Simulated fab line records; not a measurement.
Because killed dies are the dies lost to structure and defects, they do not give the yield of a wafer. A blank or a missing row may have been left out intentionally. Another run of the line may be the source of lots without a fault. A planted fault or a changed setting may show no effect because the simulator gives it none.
A single fault, viewed from 2 desks    flow nandHarc    every desk sees just its own numbers, and what lay behind them comes last

== METROLOGY DESK ==
What the gauges read, lot by lot, whatever tool the lot ran on: means of the sampled wafers that have a number. The brackets show how far a lot's mean lies from the usual mean; more than 4 standard deviations puts the lot out of limits, marked OUT.
Columns: A = overlayXNm at NHARC_A_M0_OVL_MEAS_10, usual -0.1 nm; B = overlayYNm at NHARC_A_M0_OVL_MEAS_10, usual 0.2 nm
lot   first seen here  A     B
L389  day 22 23:21     0.2   0.4
L390  day 23 10:17     -0.6  -1.0
L394  day 23 16:59     -1.2  0.9
L392  day 23 19:29     1.3   -0.3
L395  day 24 15:35     -1.0  0.7
L397  day 25 04:51     0.4   -0.9
L398  day 26 13:49     -0.8  -0.0
L399  day 26 17:28     -1.3  0.1
L400  day 27 03:50     -1.2  1.5
L407  day 30 09:14     0.1   -0.5
L409  day 30 15:33     0.2   0.5
L412  day 33 08:53     -0.7  1.0
Finding of this desk: none of the 12 lots has anything out of limits.

== FOR THE TOOL OWNER'S DESK: ecdCu-02 ==
The tool's own readings at NHARC_A_M0_ECD_22 (material Cu, target thk 400 nm): means of the sampled wafers that have a number, for each lot that ran on this tool. The brackets show how far a lot's mean lies from the usual mean; more than 4 standard deviations puts the lot out of limits, marked OUT.
Columns: A = bathHeatDutyPct at NHARC_A_M0_ECD_22, usual 6.0 %
lot   first seen here  A
L389  day 23 00:50     6.0
L394  day 23 18:24     6.1
L397  day 25 06:17     5.9
L399  day 26 18:53     6.9
L407  day 30 10:41     5.7
L409  day 30 17:01     5.5
Finding of this desk: none of the 6 lots has anything out of limits.

== BROUGHT TOGETHER ==
Nothing out of limits was seen by the metrology desk.
The desk of the tool owner found nothing out of limits.

== WHAT THE SIMULATOR PUT IN ==
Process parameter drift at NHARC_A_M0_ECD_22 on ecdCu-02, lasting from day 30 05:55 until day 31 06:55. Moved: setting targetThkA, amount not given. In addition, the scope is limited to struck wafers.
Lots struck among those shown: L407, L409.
